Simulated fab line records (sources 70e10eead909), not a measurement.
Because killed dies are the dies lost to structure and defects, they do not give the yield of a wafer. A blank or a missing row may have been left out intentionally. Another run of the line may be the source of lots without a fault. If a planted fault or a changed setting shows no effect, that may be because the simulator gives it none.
fab line records	flow nandHarc
record: lots: 12	wafers: 36	lastDay: 33
route steps=1302 shown P_BONDPAD@374 A_SOURCE_PLATE@415
lots that met no fault: taken from a fault-free run of the same line
startH: hours from the record's opening day to when the first of the lot's shown wafers began	waitH: time in hours since the lot's previous step	" as in the row above	L1.1+2: a single row standing in for several wafers	- value missing, or start not given	* or withheld: withheld	< > ~ a bound
route shown NAME@n: a module of which the file shows steps, and the number in the route of the first	usual: mean and standard deviation over wafers with no fault	same: alike in all rows	chamber/n: place in a boat	sites: each site's reading	_std_site: how widely they spread, as a standard deviation	_edge_site: outer sites' mean less inner sites'	radiusMm: for every site, how far away it sits from the centre of the wafer	mask NAME#n: copy n	behind: tool/chamber where the wafer was last shaped	hold: what put the lot on hold/how long, in hours/how the hold closed	device: which transistor (n, p or np) failed to switch	end of line: tests of these same wafers at the route's end	a step with no rows: only its recipe	killed: not the wafer's yield, but the dies lost to structure and defects at the first sort	map: dies across one wafer; x = killed, . = not, _ = none there
set.NAME: the run value of the setting; set.NAME@STEP: its run value at that earlier step	model.NAME: the simulator's own value behind a step, which no gauge read
route steps across a sampled set of lots; one table per step, one row per wafer
services: from which hour (startH, from the record's first day; less than 0 if before it) a tool's chamber was out of use, for how many hours, and why
== steps ==
step: NHARC_P_BONDPAD_DEGAS_25
recipe: tempC: 300	timeS: 60
usual: heaterPowerW: 478/38
lot.wafer	tool	chamber	startH	waitH	heaterPowerW
L643.4	pvdSputter-02	-	137.81	-	535
L643.3	"	-	"	"	436
L643.5	"	-	"	"	517
L644.3	pvdSputter-02	-	150.97	-	500
L644.1	"	-	"	"	443
L644.5	"	-	"	"	536
L645.1	pvdSputter-01	-	150.99	-	451
L645.4	"	-	"	"	502
L645.5	"	-	"	"	450
L646.2	pvdSputter-03	-	166.65	-	452
L646.1	"	-	"	"	441
L646.5	"	-	"	"	503
L647.1	pvdSputter-03	-	167.59	-	440
L647.2	"	-	"	"	452
L647.5	"	-	"	"	434
L651.2	pvdSputter-02	-	221.33	-	552
L651.4	"	-	"	"	442
L651.1	"	-	"	"	517
L654.4	pvdSputter-03	-	240.85	-	442
L654.5	"	-	"	"	524
L654.6	"	-	"	"	455
L657.3	pvdSputter-03	-	284.24	-	450
L657.2	"	-	"	"	438
L657.6	"	-	"	"	457
L658.2	pvdSputter-03	-	284.85	-	438
L658.4	"	-	"	"	428
L658.6	"	-	"	"	439
L661.2	pvdSputter-01	-	310.84	-	468
L661.4	"	-	"	"	490
L661.1	"	-	"	"	444
L663.2	pvdSputter-01	-	339.16	-	469
L663.6	"	-	"	"	480
L663.5	"	-	"	"	455
L665.2	pvdSputter-01	-	356.02	-	456
L665.1	"	-	"	"	465
L665.5	"	-	"	"	495
step: NHARC_P_BONDPAD_CMP_19
recipe: tOverpolishS: 30	cuRecessTouchS: 16	targetThkNm: 160.81
usual: motorCurrentA: 12.1/0.9	overpolishRunS: 29.999/0.0093	slurryFlowMlMin: 150.1/0.44
lot.wafer	tool	chamber	startH	waitH	motorCurrentA	overpolishRunS	slurryFlowMlMin
L643.4	cmp-04	3	138.91	-	11.1	29.994	148.6
L643.3	"	1	"	"	14.4	29.974	150.9
L643.5	"	2	"	"	13.4	30.001	150.9
L644.3	cmp-01	3	152.05	-	13.0	29.998	150.0
L644.1	"	2	"	"	11.1	29.992	149.8
L644.5	"	3	"	"	12.7	29.977	149.7
L645.4	cmp-04	0	152.18	-	11.6	30.000	150.8
L645.1	"	2	"	"	12.9	30.018	150.5
L645.5	"	0	"	"	11.6	29.991	150.5
L646.2	cmp-02	3	167.71	-	12.6	29.983	150.3
L646.1	"	0	"	"	12.7	29.983	150.3
L646.5	"	3	"	"	12.1	29.999	151.0
L647.2	cmp-04	3	168.67	-	11.1	29.997	150.1
L647.1	"	1	"	"	14.5	30.009	150.1
L647.5	"	3	"	"	10.8	29.997	149.6
L651.1	cmp-02	3	222.41	-	13.1	29.994	150.2
L651.2	"	1	"	"	11.5	30.005	149.7
L651.4	"	2	"	"	11.1	30.007	149.9
L654.4	cmp-04	2	242.02	-	12.8	30.007	150.5
L654.5	"	3	"	"	10.2	29.993	150.5
L654.6	"	0	"	"	11.6	30.005	150.3
L657.3	cmp-02	1	285.36	-	11.6	30.003	149.6
L657.2	"	2	"	"	11.8	29.987	149.8
L657.6	"	1	"	"	11.9	30.000	149.7
L658.2	cmp-04	2	285.96	-	12.8	30.009	150.0
L658.4	"	0	"	"	11.4	30.003	150.5
L658.6	"	1	"	"	14.4	29.999	149.3
L661.4	cmp-02	0	311.92	-	12.0	30.014	149.3
L661.1	"	2	"	"	12.0	30.002	150.1
L661.2	"	3	"	"	11.9	29.998	150.5
L663.2	cmp-02	0	340.32	-	12.4	30.007	149.6
L663.5	"	1	"	"	11.3	29.993	150.0
L663.6	"	2	"	"	11.0	29.997	149.5
L665.2	cmp-04	3	357.13	-	11.5	29.997	149.4
L665.1	"	0	"	"	12.0	30.004	150.1
L665.5	"	3	"	"	11.0	29.985	150.3
step: NHARC_A_SOURCE_PLATE_OXIDE_02
recipe: targetThkA: 100	tempC: 900	oxTimeS: 1362	material: SiO2
usual: oxTempC: 899.9/0.37	oxTimeS: 1362/0	spikeTcCentreC: 900.2/0.95	zonePowerLowerPct: 17.9/2.1	zonePowerTopPct: 34/3.1
lot.wafer	tool	chamber	startH	waitH	oxTempC	oxTimeS	spikeTcCentreC	zonePowerLowerPct	zonePowerTopPct
L643.3	furnace-07	0	144.95	-	900.0	1362	900.1	20.0	33
L643.4	"	0	"	"	899.8	1362	899.9	20.0	33
L643.5	"	0	"	"	899.6	1362	898.6	19.9	33
L644.1	furnace-03	0	158.88	-	900.6	1362	899.1	15.5	33
L644.3	"	0	"	"	900.1	1362	900.3	15.4	32
L644.5	"	0	"	"	900.4	1362	899.6	15.4	34
L645.1	furnace-03	0	158.88	-	899.3	1362	898.9	15.5	32
L645.4	"	0	"	"	899.1	1362	900.2	15.7	33
L645.5	"	0	"	"	899.8	1362	899.7	15.3	33
L645.1	furnace-07	0	162.97	0.4	899.8	1362	899.7	20.2	33
L645.4	"	0	"	"	900.0	1362	901.7	19.9	33
L645.5	"	0	"	"	900.5	1362	902.8	20.6	33
L646.1	furnace-03	-	174.26	-	-	-	-	-	-
L646.2	"	-	"	"	-	-	-	-	-
L646.5	"	-	"	"	-	-	-	-	-
L646.1	furnace-07	0	178.15	0.3	900.1	1362	901.8	17.8	32
L646.2	"	0	"	"	899.9	1362	899.9	17.8	32
L646.5	"	0	"	"	900.1	1362	900.1	17.7	32
L647.1	furnace-03	0	174.26	-	899.7	1362	898.8	15.6	33
L647.2	"	0	"	"	899.6	1362	900.9	15.3	32
L647.5	"	0	"	"	899.8	1362	900.6	15.3	32
L651.1	furnace-07	0	231.02	-	900.2	1362	900.3	20.1	33
L651.2	"	0	"	"	900.2	1362	901.4	20.3	33
L651.4	"	0	"	"	900.3	1362	900.6	20.4	32
L654.4	furnace-03	0	248.52	-	900.1	1362	899.8	15.2	32
L654.5	"	0	"	"	899.4	1362	898.9	15.5	33
L654.6	"	0	"	"	900.2	1362	900.5	15.3	33
L657.2	furnace-07	0	291.39	-	900.1	1362	900.2	20.1	32
L657.3	"	0	"	"	899.5	1362	900.3	19.7	33
L657.6	"	0	"	"	899.7	1362	900.4	20.0	33
L658.2	furnace-07	0	291.39	2.0	900.4	1362	901.6	20.2	33
L658.4	"	0	"	"	900.9	1362	900.2	20.0	33
L658.6	"	0	"	"	900.4	1362	899.9	20.1	32
L661.1	furnace-06	0	317.59	2.2	900.0	1362	899.7	18.5	40
L661.2	"	0	"	"	899.6	1362	900.8	18.2	40
L661.4	"	0	"	"	899.8	1362	901.9	18.2	40
L663.2	furnace-06	0	346.96	-	900.3	1362	900.3	18.1	40
L663.5	"	0	"	"	900.6	1362	900.8	18.2	40
L663.6	"	0	"	"	899.8	1362	900.8	18.4	40
L665.1	furnace-03	0	363.65	-	900.3	1362	898.6	15.5	33
L665.2	"	0	"	"	900.1	1362	899.4	15.2	32
L665.5	"	0	"	"	900.2	1362	900.8	15.2	33
step: NHARC_A_SOURCE_PLATE_THK_MEAS_09
recipe: thkMeasGauge: ellipsometry
usual: thkNm: 9.8/1
lot.wafer	tool	chamber	startH	waitH	thkNm
L643.3	filmMetro-01	-	149.02	0.4	11.0
L643.4	"	-	"	"	10.4
L643.5	"	-	"	"	9.4
L644.1	filmMetro-01	-	162.94	0.4	11.3
L644.3	"	-	"	"	9.8
L644.5	"	-	"	"	8.0
L645.1	filmMetro-02	-	167.36	0.7	14.1
L645.4	"	-	"	"	16.5
L645.5	"	-	"	"	14.7
L647.1	filmMetro-01	-	178.27	0.4	10.4
L647.2	"	-	"	"	9.9
L647.5	"	-	"	"	8.6
L646.1	filmMetro-02	-	182.47	0.7	14.4
L646.2	"	-	"	"	15.4
L646.5	"	-	"	"	16.2
L651.1	filmMetro-01	-	235.05	0.4	10.2
L651.2	"	-	"	"	10.7
L651.4	"	-	"	"	7.7
L654.4	filmMetro-02	-	252.60	0.4	10.3
L654.5	"	-	"	"	9.1
L654.6	"	-	"	"	9.0
L657.2	filmMetro-02	-	295.48	0.4	9.8
L657.3	"	-	"	"	8.5
L657.6	"	-	"	"	8.4
L658.2	filmMetro-01	-	295.48	0.4	10.4
L658.4	"	-	"	"	10.0
L658.6	"	-	"	"	6.3
L661.1	filmMetro-02	-	321.63	0.4	9.6
L661.2	"	-	"	"	7.4
L661.4	"	-	"	"	11.0
L663.2	filmMetro-01	-	351.03	0.4	11.0
L663.5	"	-	"	"	8.7
L663.6	"	-	"	"	9.6
L665.1	filmMetro-02	-	367.76	0.4	7.7
L665.2	"	-	"	"	8.2
L665.5	"	-	"	"	11.5
step: NHARC_A_SOURCE_PLATE_THK_MEAS_06
recipe: thkMeasGauge: ellipsometry
usual: thkNm: 199.9/2
lot.wafer	tool	chamber	startH	waitH	thkNm
L643.3	filmMetro-01	-	161.58	0.4	201.8
L643.4	"	-	"	"	200.9
L643.5	"	-	"	"	200.8
L644.1	filmMetro-01	-	175.76	0.4	200.3
L644.3	"	-	"	"	200.1
L644.5	"	-	"	"	201.8
L645.1	filmMetro-02	-	176.95	0.4	198.4
L645.4	"	-	"	"	203.1
L645.5	"	-	"	"	201.6
L647.1	filmMetro-02	-	191.15	0.4	200.5
L647.2	"	-	"	"	200.1
L647.5	"	-	"	"	202.9
L646.1	filmMetro-01	-	194.18	0.4	198.7
L646.2	"	-	"	"	200.4
L646.5	"	-	"	"	198.0
L651.1	filmMetro-01	-	247.52	0.4	196.5
L651.2	"	-	"	"	196.3
L651.4	"	-	"	"	199.3
L654.4	filmMetro-02	-	266.94	0.4	198.8
L654.5	"	-	"	"	199.7
L654.6	"	-	"	"	198.2
L657.2	filmMetro-01	-	311.59	0.4	200.9
L657.3	"	-	"	"	198.4
L657.6	"	-	"	"	198.3
L658.2	filmMetro-01	-	311.60	0.4	198.9
L658.4	"	-	"	"	199.7
L658.6	"	-	"	"	200.3
L661.1	filmMetro-01	-	334.61	0.4	200.8
L661.2	"	-	"	"	201.1
L661.4	"	-	"	"	199.4
L663.2	filmMetro-01	-	363.92	0.4	198.5
L663.5	"	-	"	"	200.1
L663.6	"	-	"	"	201.3
L665.1	filmMetro-01	-	380.93	0.4	200.2
L665.2	"	-	"	"	202.6
L665.5	"	-	"	"	200.6
== services ==
tool	chamber	startH	hours	kind
cmp-04	-	115.87	-	consumableReplace:conditioner
cmp-04	-	118.01	6.6	repair
furnace-06	-	118.15	22.3	repair
cmp-02	-	134.66	4.0	pm
pvdSputter-03	-	170.08	10.0	pm
pvdSputter-01	-	173.35	2.5	repair
cmp-02	-	181.77	1.1	repair
cmp-01	-	185.50	4.0	pm
cmp-04	-	209.87	4.0	pm
cmp-01	-	214.01	6.7	repair
cmp-02	-	231.04	2.2	repair
pvdSputter-03	-	244.73	0.9	repair
pvdSputter-01	-	270.67	10.0	pm
pvdSputter-02	-	280.70	3.1	repair
cmp-01	-	283.50	4.0	pm
cmp-02	-	289.89	0.8	repair
furnace-03	-	296.00	26.0	pm
cmp-01	-	303.28	34.9	repair
cmp-04	-	307.95	4.0	pm
pvdSputter-02	-	313.33	8.5	repair
cmp-02	-	331.19	4.0	pm
cmp-02	-	337.48	2.6	repair
cmp-02	-	347.02	1.2	repair
pvdSputter-03	-	348.08	10.0	pm
== key ==
firstSign: step: NHARC_A_SOURCE_PLATE_OXIDE_02	reading: visit	direction: added
effect: step: NHARC_A_SOURCE_PLATE_OXIDE_02	reading: toolRecord	direction: missing
effect: step: NHARC_A_SOURCE_PLATE_THK_MEAS_09	reading: thkNm	direction: up	sigmas: 5.2	usual: 9.8	struck: 15.2
metAt NHARC_A_SOURCE_PLATE_OXIDE_02
struckLots L645,L646
testerLeftOut L645,L646
notActingAt NHARC_P_BONDPAD_DEGAS_25,NHARC_P_BONDPAD_CMP_19,NHARC_A_SOURCE_PLATE_THK_MEAS_06
fault: kind: repeatedStepWhole	tool: furnace-03,furnace-06,furnace-07	chamber: -	onsetH: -	steps: NHARC_A_SOURCE_PLATE_OXIDE_02	times: 1	scope: struckLotsOnly
testerLeftOut: of these lots the tester's yield and bins aren't shown, on N5 and GAA mostly nor the transistor test; their killed dies are dies lost to structure and defects alone, not to doping, threshold or leakage, so they don't give the yield
